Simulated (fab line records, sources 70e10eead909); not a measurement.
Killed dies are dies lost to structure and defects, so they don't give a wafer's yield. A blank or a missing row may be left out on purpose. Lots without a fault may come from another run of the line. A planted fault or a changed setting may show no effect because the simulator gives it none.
fab line records | flow nand_harc
record lots=7 wafers=21 last_day=24
route steps=1159 shown A_CONTACT@899 END@1159
lots that met no fault: from a run of the same line without faults
start_h: hours from the record's first day to the start of the lot's first wafer shown | wait_h: hours since the lot's step before | " the same as in the row above | L1.1+2: a row that stands for several wafers | - no value, or no start given | * or withheld: withheld | < > ~ a bound
route shown NAME@n: a module of which the file shows steps, and the number in the route of the first | usual: mean/standard deviation of fault-free wafers | same: alike in all rows | chamber/n: place in a boat | sites: the reading at each site | _std_site: their standard deviation | _edge_site: outer sites' mean less inner sites' | radius_mm: how far each site lies from the wafer's centre | mask NAME#n: copy n | behind: the tool/chamber that last shaped the wafer | hold: why the lot was held/for how many hours/how that ended | device: the transistor (n, p or np) that didn't switch | end of line: the same wafers' tests at the end of the route | a step without rows: its recipe alone | killed: dies lost to structure and defects at the first sort, not the wafer's yield | map: a wafer's dies, x killed, . not, _ none there
set.NAME: the setting as run; set.NAME@STEP: as run at that earlier step | model.NAME: the simulator's own value behind a step, which no gauge read
lots at some steps of the route; a table a step, a row a wafer
services: from which hour (start_h, from the record's first day; less than 0 if before it) a tool's chamber was out of use, for how many hours, and why
## steps
# step NHARC_A_CONTACT_DESCUM_74
# recipe time_s=3 o2_flow_sccm=200 ar_flow_sccm=0 bias_power_w=0 chemistry=O2
# usual drypump_motor_current_A=5.7/0.37 oes_product_au=1.000/0.0098 rf_vpp_V=57.5/0.88 showerhead_plenum_p_Torr=1.87/0.07 throttle_valve_pct=11.312/0.0089
# columns lot.wafer tool chamber start_h wait_h drypump_motor_current_A oes_product_au rf_hours_counter_h rf_vpp_V showerhead_plenum_p_Torr throttle_valve_pct
L814.4 rie_diel-13 2 410.26 0.1 6.0 1.020 19 57.0 1.83 11.320
L814.2 " 0 " " 5.2 0.996 20 57.7 1.81 11.296
L814.5 " 2 " " 6.0 1.013 - 58.6 1.83 11.295
L812.3 rie_diel-13 1 410.39 0.1 5.5 0.984 21 56.2 1.82 11.304
L812.6 " 1 " " 5.4 0.993 - 56.9 1.82 11.313
L812.5 " 2 " " 6.0 1.007 - 57.9 1.83 11.312
L819.3 rie_diel-13 0 444.91 0.1 5.2 0.998 27 57.8 1.81 11.313
L819.2 " 1 " " 5.5 0.992 29 58.1 1.82 11.318
L819.5 " 1 " " 5.4 0.989 - 55.2 1.82 11.309
L817.4 rie_diel-13 3 446.48 0.1 6.0 1.000 27 57.2 1.96 11.299
L817.2 " 2 " " 6.0 1.020 27 57.8 1.83 11.297
L817.5 " 3 " " 6.0 1.002 - 57.4 1.96 11.307
L822.1 rie_diel-07 0 453.17 0.1 5.8 0.989 9 57.6 2.03 11.307
L822.4 " 2 " " 5.9 1.000 9 58.6 1.91 11.310
L822.5 " 0 " " 5.8 0.998 - 59.0 2.03 11.319
L821.2 rie_diel-07 0 461.23 0.1 5.8 1.017 12 58.3 2.03 11.299
L821.5 " 2 " " 5.9 1.022 - 59.4 1.91 11.317
L821.6 " 3 " " 5.2 1.005 - 57.5 1.87 11.300
L830.2 rie_diel-13 3 517.24 0.1 6.0 0.993 9 55.9 1.95 11.307
L830.1 " 0 " " 5.2 1.006 9 58.0 1.80 11.299
L830.5 " 2 " " 6.0 1.005 - 57.3 1.83 11.306
# step NHARC_A_CONTACT_ETCH_75
# recipe target_depth_a=390 over_etch_frac=0.3 time_s=65 ion_energy_ev=80 cf4_flow_sccm=150 ar_flow_sccm=0 rf_w=300 bias_w=100 chemistry=CF4
# step NHARC_A_CONTACT_ETCH_76
# recipe target_depth_a=2600 over_etch_frac=0.3 time_s=475.3 ion_energy_ev=200 n2_flow_sccm=150 h2_flow_sccm=150 ar_flow_sccm=0 rf_w=400 bias_w=150 chemistry=N2/H2
# step NHARC_A_CONTACT_ETCH_77
# recipe target_depth_a=726 time_s=36.3 cf4_flow_sccm=100 chf3_flow_sccm=30 ar_flow_sccm=0 rf_w=500 bias_w=200 chemistry=CF4/CHF3
# step NHARC_A_CONTACT_ETCH_78
# recipe target_depth_a=28000 over_etch_frac=0.3 time_s=728 ion_energy_ev=150 o2_flow_sccm=400 cos_flow_sccm=20 ar_flow_sccm=0 rf_w=500 bias_w=300 chemistry=O2/COS
# usual bias_w=299.9/0.91 chamber_pressure_mTorr=20.001/0.02 drypump_motor_current_A=5.7/0.39 oes_product_au=1.002/0.0092 rf_fwd_power_W=499.6/1.6 rf_vpp_V=313.3/1.7 showerhead_plenum_p_Torr=3.05/0.11 throttle_valve_pct=28.330/0.0085
# columns lot.wafer tool chamber start_h wait_h bias_w chamber_pressure_mTorr drypump_motor_current_A oes_product_au rf_fwd_power_W rf_hours_counter_h rf_vpp_V showerhead_plenum_p_Torr throttle_valve_pct
L814.2 rie_diel-13 0 - - 299.0 19.977 5.2 0.997 501.2 21 312.9 2.96 28.353
L814.4 " 3 " " 300.6 19.998 6.0 0.991 499.2 21 314.1 3.19 28.330
L814.5 " 0 " " 298.9 20.019 5.2 0.994 498.9 - 311.8 2.96 28.320
L812.3 rie_diel-13 2 - - 298.9 20.016 6.0 1.014 499.7 20 313.6 3.00 28.339
L812.5 " 2 " " 300.7 19.996 6.0 1.013 501.0 - 313.8 3.00 28.352
L812.6 " 3 " " 299.6 20.007 6.0 1.014 498.2 - 316.1 3.19 28.339
L819.2 rie_diel-13 0 - - 300.0 19.992 5.2 1.004 498.6 28 312.0 2.96 28.326
L819.3 " 2 " " 300.7 19.994 6.0 1.014 500.8 27 312.4 2.99 28.332
L819.5 " 1 " " 301.3 20.006 5.5 0.998 497.7 - 312.9 2.98 28.324
L817.2 rie_diel-13 2 - - 300.2 20.013 6.0 1.013 500.1 28 312.8 2.99 28.329
L817.4 " 3 " " 299.9 19.962 6.0 1.002 501.2 28 317.0 3.19 28.335
L817.5 " 1 " " 298.8 20.007 5.5 0.986 499.4 - 312.6 2.98 28.334
L822.1 rie_diel-07 1 - - 299.4 19.980 5.6 0.987 499.1 10 314.3 3.07 28.320
L822.4 " 2 " " 300.7 20.035 6.0 0.998 497.4 9 313.8 3.12 28.323
L822.5 " 0 " " 298.9 19.966 5.8 0.997 497.9 - 317.1 3.30 28.327
L821.2 rie_diel-07 3 - - 298.7 19.974 5.3 1.000 501.4 13 313.9 3.06 28.326
L821.6 " 2 " " 300.3 20.021 5.9 1.014 500.8 - 313.2 3.12 28.336
L821.5 " 3 " " 299.0 20.014 5.3 1.004 503.6 - 312.2 3.06 28.334
L830.2 rie_diel-13 1 - - 300.6 20.049 5.5 0.993 503.1 10 312.3 2.97 28.317
L830.1 " 2 " " 300.6 20.003 6.0 1.000 500.9 10 312.4 2.99 28.316
L830.5 " 0 " " 298.8 19.994 5.2 1.013 499.1 - 311.2 2.95 28.332
# step NHARC_A_CONTACT_ETCH_124
# recipe source_w=withheld pressure_mtorr=20 bias_v=withheld time_s=140 target_depth_a=7000 ar_flow_sccm=withheld c4f8_flow_sccm=withheld o2_flow_sccm=withheld chemistry=C4F8/O2/Ar
# usual chamber_pressure_mTorr=20.001/0.018 oes_air_line_au=1.003/0.02
# columns lot.wafer tool chamber start_h wait_h chamber_pressure_mTorr oes_air_line_au rf_hours_counter_h
L814.2 har_cap_etch-02 0 411.65 - 19.994 1.041 15
L814.4 " 1 " " 19.995 1.000 -
L814.5 " 1 " " 20.022 0.987 -
L812.3 har_cap_etch-03 0 412.03 - 19.983 1.034 -
L812.6 " 0 " " 20.015 0.996 -
L812.5 " 1 " " 19.996 1.025 -
L819.2 har_cap_etch-01 0 446.08 - 19.990 0.953 71
L819.3 " 1 " " 20.016 1.016 -
L819.5 " 0 " " 19.993 0.969 -
L817.2 har_cap_etch-03 0 447.77 - 20.007 0.997 92
L817.4 " 1 " " 19.983 1.017 -
L817.5 " 1 " " 20.014 1.014 -
L822.1 har_cap_etch-02 1 455.07 - 20.002 1.004 24
L822.4 " 0 " " 20.002 1.001 -
L822.5 " 0 " " 19.992 0.997 -
L821.2 har_cap_etch-01 0 462.36 - 20.021 1.023 74
L821.6 " 1 " " 19.997 0.998 -
L821.5 " 0 " " 19.987 1.022 -
L830.1 har_cap_etch-02 0 518.36 - 20.035 0.998 33
L830.2 " 1 " " 19.998 0.999 33
L830.5 " 0 " " 20.032 1.010 -
# step NHARC_A_CONTACT_ETCH_125
# recipe source_w=withheld pressure_mtorr=20 bias_v=1200 time_s=155 target_depth_a=9560 ar_flow_sccm=withheld c4f8_flow_sccm=withheld o2_flow_sccm=withheld chemistry=C4F8/O2/Ar
# step NHARC_A_CONTACT_ETCH_126
# recipe source_w=withheld pressure_mtorr=20 bias_v=1200 time_s=155 target_depth_a=9560 ar_flow_sccm=withheld c4f8_flow_sccm=withheld o2_flow_sccm=withheld chemistry=C4F8/O2/Ar
# step NHARC_A_CONTACT_ETCH_127
# recipe source_w=withheld pressure_mtorr=20 bias_v=1200 time_s=155 target_depth_a=9560 ar_flow_sccm=withheld c4f8_flow_sccm=withheld o2_flow_sccm=withheld chemistry=C4F8/O2/Ar
# step NHARC_A_CONTACT_ETCH_128
# recipe source_w=withheld pressure_mtorr=20 bias_v=1200 time_s=155 target_depth_a=9560 ar_flow_sccm=withheld c4f8_flow_sccm=withheld o2_flow_sccm=withheld chemistry=C4F8/O2/Ar
# step NHARC_A_CONTACT_ETCH_129
# recipe source_w=withheld pressure_mtorr=20 bias_v=1200 time_s=155 target_depth_a=9560 ar_flow_sccm=withheld c4f8_flow_sccm=withheld o2_flow_sccm=withheld chemistry=C4F8/O2/Ar
# step NHARC_A_CONTACT_ETCH_130
# recipe source_w=withheld pressure_mtorr=20 bias_v=1200 time_s=155 target_depth_a=9560 ar_flow_sccm=withheld c4f8_flow_sccm=withheld o2_flow_sccm=withheld chemistry=C4F8/O2/Ar
# usual chamber_pressure_mTorr=20.002/0.023 oes_air_line_au=0.998/0.021
# columns lot.wafer tool chamber start_h wait_h chamber_pressure_mTorr oes_air_line_au rf_hours_counter_h
L814.2 har_cap_etch-02 0 412.56 0.1 20.022 1.014 16
L814.4 " 1 " " 19.990 1.000 -
L814.5 " 1 " " 19.980 0.973 -
L812.3 har_cap_etch-03 0 412.91 0.1 20.008 1.000 -
L812.6 " 0 " " 19.981 1.011 -
L812.5 " 1 " " 20.007 0.996 -
L819.2 har_cap_etch-01 0 446.97 0.1 19.990 1.020 72
L819.3 " 1 " " 20.019 1.004 -
L819.5 " 0 " " 19.970 0.997 -
L817.2 har_cap_etch-03 0 448.68 0.1 19.994 0.995 92
L817.4 " 1 " " 20.013 0.989 -
L817.5 " 1 " " 19.978 0.948 -
L822.1 har_cap_etch-02 1 455.97 0.1 20.011 0.979 25
L822.4 " 0 " " 19.988 0.970 -
L822.5 " 0 " " 20.013 0.988 -
L821.2 har_cap_etch-01 0 463.26 0.1 19.977 1.026 75
L821.6 " 1 " " 20.012 1.023 -
L821.5 " 0 " " 20.009 1.015 -
L830.1 har_cap_etch-02 0 519.27 0.1 19.974 0.961 34
L830.2 " 1 " " 20.019 0.977 34
L830.5 " 0 " " 20.012 0.995 -
# step NHARC_A_CONTACT_ETCH_131
# recipe source_w=withheld pressure_mtorr=20 bias_v=1200 time_s=155 target_depth_a=9560 ar_flow_sccm=withheld c4f8_flow_sccm=withheld o2_flow_sccm=withheld chemistry=C4F8/O2/Ar
# usual chamber_pressure_mTorr=20.001/0.018 oes_air_line_au=0.998/0.021
# columns lot.wafer tool chamber start_h wait_h chamber_pressure_mTorr oes_air_line_au rf_hours_counter_h
L814.2 har_cap_etch-02 0 412.70 0.1 19.970 1.011 16
L814.4 " 1 " " 19.991 0.965 -
L814.5 " 1 " " 20.002 0.964 -
L812.3 har_cap_etch-03 0 413.05 0.1 19.978 1.040 -
L812.6 " 0 " " 19.979 1.019 -
L812.5 " 1 " " 19.979 1.002 -
L819.2 har_cap_etch-01 0 447.11 0.1 - - -
L819.3 " 1 " " - - -
L819.5 " 0 " " - - -
L817.2 har_cap_etch-03 0 448.83 0.1 20.016 0.978 93
L817.4 " 1 " " 20.001 0.995 -
L817.5 " 1 " " 19.978 1.018 -
L822.1 har_cap_etch-02 1 456.11 0.1 - - -
L822.4 " 0 " " - - -
L822.5 " 0 " " - - -
L821.2 har_cap_etch-01 0 463.40 0.1 - - -
L821.6 " 1 " " - - -
L821.5 " 0 " " - - -
L830.1 har_cap_etch-02 0 519.41 0.1 20.015 1.008 34
L830.2 " 1 " " 19.970 1.031 34
L830.5 " 0 " " 20.000 1.007 -
# step NHARC_A_CONTACT_ETCH_132
# recipe source_w=withheld pressure_mtorr=20 bias_v=1200 time_s=156 target_depth_a=9580 ar_flow_sccm=withheld c4f8_flow_sccm=withheld o2_flow_sccm=withheld chemistry=C4F8/O2/Ar
# usual chamber_pressure_mTorr=20.001/0.021 oes_air_line_au=0.998/0.019
# columns lot.wafer tool chamber start_h wait_h chamber_pressure_mTorr oes_air_line_au rf_hours_counter_h
L814.2 har_cap_etch-02 0 412.84 0.1 19.979 0.985 16
L814.4 " 1 " " 20.020 0.964 -
L814.5 " 1 " " 20.004 1.010 -
L812.3 har_cap_etch-03 0 413.20 0.1 20.000 0.999 -
L812.6 " 0 " " 20.024 0.988 -
L812.5 " 1 " " 19.997 0.990 -
L819.2 har_cap_etch-01 0 447.25 0.1 20.011 1.003 72
L819.3 " 1 " " 19.998 0.989 -
L819.5 " 0 " " 20.006 1.011 -
L817.2 har_cap_etch-03 0 448.97 0.1 19.963 0.986 93
L817.4 " 1 " " 19.995 0.968 -
L817.5 " 1 " " 20.020 0.989 -
L822.1 har_cap_etch-02 1 456.25 0.1 20.015 1.017 25
L822.4 " 0 " " 19.995 1.002 -
L822.5 " 0 " " 19.985 0.994 -
L821.2 har_cap_etch-01 0 463.55 0.1 19.995 1.006 75
L821.6 " 1 " " 20.003 1.019 -
L821.5 " 0 " " 20.006 0.997 -
L830.1 har_cap_etch-02 0 519.56 0.1 20.002 1.018 34
L830.2 " 1 " " 19.986 1.021 34
L830.5 " 0 " " 20.025 1.037 -
# step NHARC_END_SORT_01
# recipe temp_c=25
# usual killed_at_array=29/10 killed_at_other=0.7/1.1 killed_at_periphery=3.2/2.2 killed_dies=33/11 killed_open=3.5/1.8 killed_short=2.0/1.4
# same gross_dies=677
# columns lot.wafer tool chamber start_h wait_h hold killed_at_array killed_at_other killed_at_periphery killed_dies killed_open killed_short
L812.3 prober-02 0 491.96 3.1 - 19 0 5 24 0 2
L812.5 prober-02 0 493.59 3.8 - 15 0 2 17 5 1
L812.6 prober-02 0 494.41 4.1 - 24 0 0 24 3 1
L814.2 prober-01 0 498.88 2.8 - 41 2 3 46 5 3
L814.4 prober-01 0 500.49 3.4 - 23 0 5 28 4 3
L814.5 prober-01 0 501.29 3.7 - 30 3 2 35 4 1
L817.2 prober-01 0 514.48 2.8 - 13 1 3 17 2 2
L817.4 prober-01 0 516.11 3.4 - 13 1 5 19 7 1
L817.5 prober-01 0 516.93 3.8 - 16 0 4 20 5 3
L819.2 prober-02 0 514.73 2.8 await_dispo/1.8h/scrap 668 0 9 677 4 5
L819.3 prober-02 0 515.52 3.1 await_dispo/1.8h/scrap 671 1 5 677 1 1
L819.5 prober-02 0 517.11 3.7 await_dispo/1.8h/scrap 671 1 5 677 7 0
L822.1 prober-01 0 521.57 2.5 await_dispo/9.0h/scrap 675 0 2 677 7 1
L822.4 prober-01 0 524.00 3.4 await_dispo/9.0h/scrap 675 0 2 677 3 0
L822.5 prober-01 0 524.81 3.7 await_dispo/9.0h/scrap 675 2 0 677 0 1
L821.2 prober-02 0 535.11 2.8 await_dispo/3.0h/scrap 677 0 0 677 2 2
L821.5 prober-02 0 537.51 3.7 await_dispo/3.0h/scrap 674 0 3 677 3 2
L821.6 prober-02 0 538.31 4.0 await_dispo/3.0h/scrap 674 0 3 677 2 4
L830.1 prober-01 0 576.27 2.5 - 25 0 4 29 5 6
L830.2 prober-01 0 577.09 2.9 - 21 0 6 27 6 1
L830.5 prober-01 0 579.55 3.8 - 25 0 3 28 6 2
# killed by level:class
L812.3 A_CHANNEL_HOLE_D1:chamber_film_flake=14 P_BONDPAD:chamber_film_flake=3 A_STAIRCASE:chamber_film_flake=2 P_GATE:geometric_particle:short=1 A_M1:geometric_particle:short=1 P_STI:chamber_film_flake=1 A_SLIT:chamber_film_flake=1 A_CONTACT:chamber_film_flake=1
L812.5 A_CHANNEL_HOLE_D1:chamber_film_flake=8 P_M2:geometric_particle:open=1 A_ONON_D1:geometric_particle:open=1 A_CHANNEL_FILL_D1:geometric_particle:open=1 A_SGD_CUT:geometric_particle:open=1 A_CONTACT:geometric_particle:open=1 A_CONTACT:geometric_particle:short=1 P_BONDPAD:chamber_film_flake=1
L812.6 A_CHANNEL_HOLE_D1:chamber_film_flake=14 A_STAIRCASE:chamber_film_flake=2 A_CHANNEL_FILL_D1:geometric_particle:open=1 A_WL_FILL:geometric_particle:short=1 A_CONTACT:geometric_particle:open=1 A_M1:geometric_particle:open=1 A_SLIT:chamber_film_flake=1 A_WL_FILL:chamber_film_flake=1
L814.2 A_SLIT:chamber_film_flake=22 A_CHANNEL_HOLE_D1:chamber_film_flake=5 A_STAIRCASE:chamber_film_flake=3 A_SGD_CUT:chamber_film_flake=2 A_CONTACT:chamber_film_flake=2 THIN_TSV:chamber_film_flake=2 P_GATE:geometric_particle:open=1 P_M0:geometric_particle:open=1
L814.4 A_SLIT:chamber_film_flake=8 A_STAIRCASE:chamber_film_flake=3 A_WL_FILL:geometric_particle:short=2 P_BONDPAD:chamber_film_flake=2 A_CHANNEL_HOLE_D1:chamber_film_flake=2 A_SGD_CUT:chamber_film_flake=2 A_CONTACT:chamber_film_flake=2 P_M1:geometric_particle:open=1
L814.5 A_SLIT:chamber_film_flake=12 A_CHANNEL_HOLE_D1:chamber_film_flake=5 A_SGD_CUT:chamber_film_flake=3 A_CONTACT:chamber_film_flake=3 THIN_TSV:chamber_film_flake=3 A_STAIRCASE:chamber_film_flake=2 P_M2:geometric_particle:open=1 A_ONON_D1:geometric_particle:short=1
L817.2 A_CHANNEL_HOLE_D1:chamber_film_flake=5 P_M0:chamber_film_flake=2 A_CONTACT:chamber_film_flake=2 A_WL_FILL:geometric_particle:short=1 A_CONTACT:geometric_particle:open=1 A_CONTACT:geometric_particle:short=1 A_M0:geometric_particle:open=1 P_GATE:chamber_film_flake=1
L819.2 A_CONTACT:area_etch=627 A_CHANNEL_HOLE_D1:chamber_film_flake=17 A_SLIT:chamber_film_flake=8 A_STAIRCASE:chamber_film_flake=5 A_CONTACT:chamber_film_flake=5 P_M2:chamber_film_flake=4 A_CONTACT:geometric_particle:short=2 P_GATE:chamber_film_flake=2
L819.3 A_CONTACT:area_etch=630 A_CHANNEL_HOLE_D1:chamber_film_flake=18 A_SLIT:chamber_film_flake=14 A_STAIRCASE:chamber_film_flake=6 P_M2:chamber_film_flake=3 P_GATE:chamber_film_flake=2 A_ONON_D1:geometric_particle:short=1 A_SLIT:geometric_particle:open=1
L817.4 A_STAIRCASE:chamber_film_flake=3 A_CONTACT:geometric_particle:open=2 A_M0:geometric_particle:open=2 P_GATE:chamber_film_flake=2 A_CONTACT:chamber_film_flake=2 P_CONTACT:geometric_particle:open=1 P_M1:geometric_particle:open=1 A_BLC:geometric_particle:open=1
L817.5 A_CONTACT:chamber_film_flake=5 A_CONTACT:geometric_particle:open=3 P_GATE:chamber_film_flake=2 A_WL_FILL:chamber_film_flake=2 P_GATE:geometric_particle:short=1 A_CHANNEL_HOLE_D1:geometric_particle:open=1 A_CHANNEL_FILL_D1:geometric_particle:short=1 A_WL_FILL:geometric_particle:short=1
L819.5 A_CONTACT:area_etch=641 A_CHANNEL_HOLE_D1:chamber_film_flake=15 A_STAIRCASE:chamber_film_flake=4 A_ONON_D1:geometric_particle:open=3 P_M2:chamber_film_flake=3 A_CONTACT:geometric_particle:open=2 A_SLIT:chamber_film_flake=2 A_CONTACT:chamber_film_flake=2
L822.1 A_CONTACT:area_etch=651 A_CONTACT:chamber_film_flake=8 A_CHANNEL_HOLE_D1:chamber_film_flake=6 A_STAIRCASE:chamber_film_flake=3 A_ONON_D1:geometric_particle:open=2 A_M0:geometric_particle:open=2 P_GATE:geometric_particle:short=1 P_CONTACT:geometric_particle:open=1
L822.4 A_CONTACT:area_etch=659 A_STAIRCASE:chamber_film_flake=5 A_CHANNEL_HOLE_D1:chamber_film_flake=4 A_SLIT:chamber_film_flake=2 A_CONTACT:chamber_film_flake=2 P_M0:geometric_particle:open=1 A_CONTACT:geometric_particle:open=1 A_BLC:geometric_particle:open=1
L822.5 A_CONTACT:area_etch=659 A_CHANNEL_HOLE_D1:chamber_film_flake=9 A_CONTACT:chamber_film_flake=4 A_SLIT:chamber_film_flake=2 THIN_TSV:chamber_film_flake=2 A_WL_FILL:geometric_particle:short=1
L821.2 A_CONTACT:area_etch=655 A_CONTACT:chamber_film_flake=6 A_BONDPAD:chamber_film_flake=6 A_CHANNEL_HOLE_D1:chamber_film_flake=5 A_WL_FILL:geometric_particle:short=2 A_ONON_D1:geometric_particle:open=1 A_M0:geometric_particle:open=1 A_SGD_CUT:chamber_film_flake=1
L821.5 A_CONTACT:area_etch=662 A_CONTACT:chamber_film_flake=4 A_CONTACT:geometric_particle:open=2 A_STAIRCASE:chamber_film_flake=2 A_BONDPAD:chamber_film_flake=2 P_GATE:geometric_particle:short=1 P_CONTACT:geometric_particle:short=1 A_WL_FILL:geometric_particle:open=1
L821.6 A_CONTACT:area_etch=654 A_CHANNEL_HOLE_D1:chamber_film_flake=7 A_CONTACT:chamber_film_flake=5 A_BONDPAD:chamber_film_flake=4 A_WL_FILL:geometric_particle:short=3 P_STI:geometric_particle:open=1 P_CONTACT:geometric_particle:open=1 P_M0:geometric_particle:short=1
L830.1 A_CHANNEL_HOLE_D1:chamber_film_flake=9 A_ONON_D1:geometric_particle:short=3 A_CONTACT:geometric_particle:open=3 P_GATE:chamber_film_flake=2 A_ZERO_WELL:chamber_film_flake=2 A_M1:chamber_film_flake=2 P_M1:geometric_particle:open=1 A_ONON_D1:geometric_particle:open=1
L830.2 A_CHANNEL_HOLE_D1:chamber_film_flake=8 A_M1:chamber_film_flake=4 A_CONTACT:geometric_particle:open=2 P_ZERO_WELL:chamber_film_flake=2 P_M1:chamber_film_flake=2 A_WL_FILL:chamber_film_flake=2 P_GATE:geometric_particle:open=1 A_ONON_D1:geometric_particle:short=1
L830.5 A_CHANNEL_HOLE_D1:chamber_film_flake=7 A_WL_FILL:chamber_film_flake=4 A_STAIRCASE:chamber_film_flake=3 A_M0:geometric_particle:open=2 A_SGD_CUT:chamber_film_flake=2 A_M1:chamber_film_flake=2 P_CONTACT:geometric_particle:short=1 P_CONTACT:geometric_particle:open=1
# map L819.2 (x killed, . not)
____________x____________
_________xxxxxxx_________
_______xxxxxxxxxxx_______
______xxxxxxxxxxxxx______
_____xxxxxxxxxxxxxxx_____
____xxxxxxxxxxxxxxxxx____
____xxxxxxxxxxxxxxxxx____
___xxxxxxxxxxxxxxxxxxx___
___xxxxxxxxxxxxxxxxxxx___
__xxxxxxxxxxxxxxxxxxxxx__
__xxxxxxxxxxxxxxxxxxxxx__
_xxxxxxxxxxxxxxxxxxxxxxx_
_xxxxxxxxxxxxxxxxxxxxxxx_
_xxxxxxxxxxxxxxxxxxxxxxx_
_xxxxxxxxxxxxxxxxxxxxxxx_
_xxxxxxxxxxxxxxxxxxxxxxx_
xxxxxxxxxxxxxxxxxxxxxxxxx
xxxxxxxxxxxxxxxxxxxxxxxxx
xxxxxxxxxxxxxxxxxxxxxxxxx
xxxxxxxxxxxxxxxxxxxxxxxxx
xxxxxxxxxxxxxxxxxxxxxxxxx
_xxxxxxxxxxxxxxxxxxxxxxx_
_xxxxxxxxxxxxxxxxxxxxxxx_
_xxxxxxxxxxxxxxxxxxxxxxx_
_xxxxxxxxxxxxxxxxxxxxxxx_
_xxxxxxxxxxxxxxxxxxxxxxx_
__xxxxxxxxxxxxxxxxxxxxx__
__xxxxxxxxxxxxxxxxxxxxx__
___xxxxxxxxxxxxxxxxxxx___
___xxxxxxxxxxxxxxxxxxx___
____xxxxxxxxxxxxxxxxx____
____xxxxxxxxxxxxxxxxx____
_____xxxxxxxxxxxxxxx_____
______xxxxxxxxxxxxx______
_______xxxxxxxxxxx_______
_________xxxxxxx_________
____________x____________
# map L821.2 (x killed, . not)
____________x____________
_________xxxxxxx_________
_______xxxxxxxxxxx_______
______xxxxxxxxxxxxx______
_____xxxxxxxxxxxxxxx_____
____xxxxxxxxxxxxxxxxx____
____xxxxxxxxxxxxxxxxx____
___xxxxxxxxxxxxxxxxxxx___
___xxxxxxxxxxxxxxxxxxx___
__xxxxxxxxxxxxxxxxxxxxx__
__xxxxxxxxxxxxxxxxxxxxx__
_xxxxxxxxxxxxxxxxxxxxxxx_
_xxxxxxxxxxxxxxxxxxxxxxx_
_xxxxxxxxxxxxxxxxxxxxxxx_
_xxxxxxxxxxxxxxxxxxxxxxx_
_xxxxxxxxxxxxxxxxxxxxxxx_
xxxxxxxxxxxxxxxxxxxxxxxxx
xxxxxxxxxxxxxxxxxxxxxxxxx
xxxxxxxxxxxxxxxxxxxxxxxxx
xxxxxxxxxxxxxxxxxxxxxxxxx
xxxxxxxxxxxxxxxxxxxxxxxxx
_xxxxxxxxxxxxxxxxxxxxxxx_
_xxxxxxxxxxxxxxxxxxxxxxx_
_xxxxxxxxxxxxxxxxxxxxxxx_
_xxxxxxxxxxxxxxxxxxxxxxx_
_xxxxxxxxxxxxxxxxxxxxxxx_
__xxxxxxxxxxxxxxxxxxxxx__
__xxxxxxxxxxxxxxxxxxxxx__
___xxxxxxxxxxxxxxxxxxx___
___xxxxxxxxxxxxxxxxxxx___
____xxxxxxxxxxxxxxxxx____
____xxxxxxxxxxxxxxxxx____
_____xxxxxxxxxxxxxxx_____
______xxxxxxxxxxxxx______
_______xxxxxxxxxxx_______
_________xxxxxxx_________
____________x____________
## services
# columns tool chamber start_h hours kind
rie_diel-13 2 401.11 8.7 repair
rie_diel-07 - 405.57 9.0 pm
rie_diel-13 0 407.97 - clean
rie_diel-13 1 407.97 - clean
rie_diel-13 3 407.97 - clean
har_cap_etch-03 - 429.71 0.7 repair
rie_diel-13 0 432.47 - clean
rie_diel-13 1 432.47 - clean
rie_diel-13 2 432.47 - clean
rie_diel-13 3 432.47 - clean
rie_diel-13 - 453.26 9.0 pm
rie_diel-13 0 453.26 9.0 vent_cycle
rie_diel-13 1 453.26 9.0 vent_cycle
rie_diel-13 2 453.26 9.0 vent_cycle
rie_diel-13 3 453.26 9.0 vent_cycle
rie_diel-13 0 462.26 - clean
rie_diel-13 1 462.26 - clean
rie_diel-13 2 462.26 - clean
rie_diel-13 3 462.26 - clean
har_cap_etch-02 - 472.27 0.2 repair
rie_diel-13 0 486.76 - clean
rie_diel-13 1 486.76 - clean
rie_diel-13 2 486.76 - clean
har_cap_etch-02 - 504.24 2.4 repair
## key
first_sign step=NHARC_A_CONTACT_ETCH_131 reading=tool_record direction=missing
effect step=NHARC_END_SORT_01 reading=killed_at_array direction=up sigmas=63 usual=29 struck=673
more_kills_born_at NHARC_A_CONTACT_ETCH_131@har_cap_etch-01=3869 NHARC_A_CONTACT_ETCH_131@har_cap_etch-02=1969
met_at NHARC_A_CONTACT_ETCH_131
struck_wafers L819.2,L819.3,L819.5,L821.2,L821.5,L821.6,L822.1,L822.4,L822.5
later_rows_left_out L819.2,L819.3,L819.5,L821.2,L821.5,L821.6,L822.1,L822.4,L822.5
tester_left_out L819,L821,L822
onset_between 412.70 447.11
fault kind=skipped_step_whole tool=har_cap_etch-01,har_cap_etch-02 chamber=- onset_h=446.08 steps=NHARC_A_CONTACT_ETCH_131 scope=struck_lots_only
# tester_left_out: of these lots the tester's yield and bins aren't shown, on N5 and GAA mostly nor the transistor test; their killed dies are dies lost to structure and defects alone, not to doping, threshold or leakage, so they don't give the yield
# later_rows_left_out: the simulator's readings of these wafers behind a module that went badly wrong aren't trusted and aren't shown, but for the sort
